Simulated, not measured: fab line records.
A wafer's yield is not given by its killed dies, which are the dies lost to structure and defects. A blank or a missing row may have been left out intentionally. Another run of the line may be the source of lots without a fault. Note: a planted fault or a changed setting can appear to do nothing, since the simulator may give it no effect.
Split-lot trial / flow n5_finfet / 21 wafers read from 7 lots, route of 1938 steps

== ON THE SPLIT ==
At N5_SD_EPI_N_ETCH_35 (etches SOC in N2/H2, overetch 108 nm, time 486 s), the setting source_w was moved away from the recipe's 3000 W on 6 of the 21 wafers read, by -12.0% to +5.3%. For the rest of the wafers, this setting stayed at what the recipe calls for.

The split's own step is where the reading is taken.

== THE READING ==
rf_vpp_V, in V, at N5_SD_EPI_N_ETCH_35 (etches SOC in N2/H2, overetch 108 nm, time 486 s). On this fab line, fault-free wafers typically give 241.2 V with a standard deviation of 1.4 V.

wafer=L074.1; tool, chamber at the split=rie_diel-01, 3; source_w as run, W=3000; against the recipe=recipe; rf_vpp_V, V=241.0; against lot-mates on the recipe=-
wafer=L074.2; tool, chamber at the split=rie_diel-01, 0; source_w as run, W=3000; against the recipe=recipe; rf_vpp_V, V=243.4; against lot-mates on the recipe=-
wafer=L074.5; tool, chamber at the split=rie_diel-01, 3; source_w as run, W=3000; against the recipe=recipe; rf_vpp_V, V=240.1; against lot-mates on the recipe=-
wafer=L079.3; tool, chamber at the split=rie_diel-05, 3; source_w as run, W=3000; against the recipe=recipe; rf_vpp_V, V=238.6; against lot-mates on the recipe=-
wafer=L079.4; tool, chamber at the split=rie_diel-05, 0; source_w as run, W=3000; against the recipe=recipe; rf_vpp_V, V=242.5; against lot-mates on the recipe=-
wafer=L079.5; tool, chamber at the split=rie_diel-05, 0; source_w as run, W=2656; against the recipe=-11.5%; rf_vpp_V, V=250.4; against lot-mates on the recipe=+9.8
wafer=L080.3; tool, chamber at the split=rie_diel-05, 2; source_w as run, W=3000; against the recipe=recipe; rf_vpp_V, V=242.0; against lot-mates on the recipe=-
wafer=L080.5; tool, chamber at the split=rie_diel-05, 0; source_w as run, W=3000; against the recipe=recipe; rf_vpp_V, V=243.2; against lot-mates on the recipe=-
wafer=L080.6; tool, chamber at the split=rie_diel-05, 1; source_w as run, W=2641; against the recipe=-12.0%; rf_vpp_V, V=250.9; against lot-mates on the recipe=+8.3
wafer=L081.1; tool, chamber at the split=rie_diel-01, 3; source_w as run, W=3000; against the recipe=recipe; rf_vpp_V, V=240.4; against lot-mates on the recipe=-
wafer=L081.2; tool, chamber at the split=rie_diel-01, 0; source_w as run, W=3000; against the recipe=recipe; rf_vpp_V, V=243.4; against lot-mates on the recipe=-
wafer=L081.3; tool, chamber at the split=rie_diel-01, 2; source_w as run, W=3000; against the recipe=recipe; rf_vpp_V, V=241.8; against lot-mates on the recipe=-
wafer=L089.1; tool, chamber at the split=rie_diel-01, 2; source_w as run, W=3160; against the recipe=+5.3%; rf_vpp_V, V=235.3; against lot-mates on the recipe=-7.2
wafer=L089.2; tool, chamber at the split=rie_diel-01, 3; source_w as run, W=3160; against the recipe=+5.3%; rf_vpp_V, V=235.4; against lot-mates on the recipe=-7.1
wafer=L089.6; tool, chamber at the split=rie_diel-01, 2; source_w as run, W=3000; against the recipe=recipe; rf_vpp_V, V=242.5; against lot-mates on the recipe=-
wafer=L092.2; tool, chamber at the split=rie_diel-05, 3; source_w as run, W=2718; against the recipe=-9.4%; rf_vpp_V, V=251.4; against lot-mates on the recipe=+10.1
wafer=L092.4; tool, chamber at the split=rie_diel-05, 2; source_w as run, W=2718; against the recipe=-9.4%; rf_vpp_V, V=249.6; against lot-mates on the recipe=+8.3
wafer=L092.5; tool, chamber at the split=rie_diel-05, 2; source_w as run, W=3000; against the recipe=recipe; rf_vpp_V, V=241.3; against lot-mates on the recipe=-
wafer=L094.1; tool, chamber at the split=rie_diel-01, 1; source_w as run, W=3000; against the recipe=recipe; rf_vpp_V, V=238.8; against lot-mates on the recipe=-
wafer=L094.3; tool, chamber at the split=rie_diel-01, 3; source_w as run, W=3000; against the recipe=recipe; rf_vpp_V, V=239.5; against lot-mates on the recipe=-
wafer=L094.6; tool, chamber at the split=rie_diel-01, 1; source_w as run, W=3000; against the recipe=recipe; rf_vpp_V, V=240.2; against lot-mates on the recipe=-

THE FIT
A straight line over all 21 wafers: rf_vpp_V changes by -0.909 V for each +1% of source_w; r = -0.95; the points scatter about the line by 1.5 V.
The same after taking each lot's own level away (the mean of its wafers on the recipe; 21 wafers): -0.929 V for each +1%; r = -0.96; scatter 1.4 V.
The reading moves by 11 V for the largest change in source_w, on that fit.
The span of the lots' own levels, 239.50 to 242.60 V, comes to 2.2 times the standard deviation stated above.
The two slopes are in agreement: the lot-to-lot level therefore moves the slope only a little.
Check: +11.8 V against its lot-mates is what the line predicts for one of the wafers moved furthest among these (-12.0%) when that wafer is left out of the fit. Against them it came out at +8.3 V.
Tool readings at the split's step, against how far the setting was moved: rf_vpp_V r = -0.95.

== ADDITIONAL SPLITS CARRIED BY THESE WAFERS ==
Before the reading, these wafers also passed through other splits. Each is held against what the fit with the lots' levels taken away leaves over:
other split on the same wafers=N5_FIN_SAQP_ETCH_65 time_s; wafers away from the commonest value=9; r with rf_vpp_V (lot level and that fit taken away)=+0.22
other split on the same wafers=N5_SD_EPI_N_PEB_07 peb_time_s; wafers away from the commonest value=8; r with rf_vpp_V (lot level and that fit taken away)=+0.19

== THE FILE'S OWN FIT ==
rf_vpp_V changes by -0.858 V for each +1% of source_w, r = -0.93.
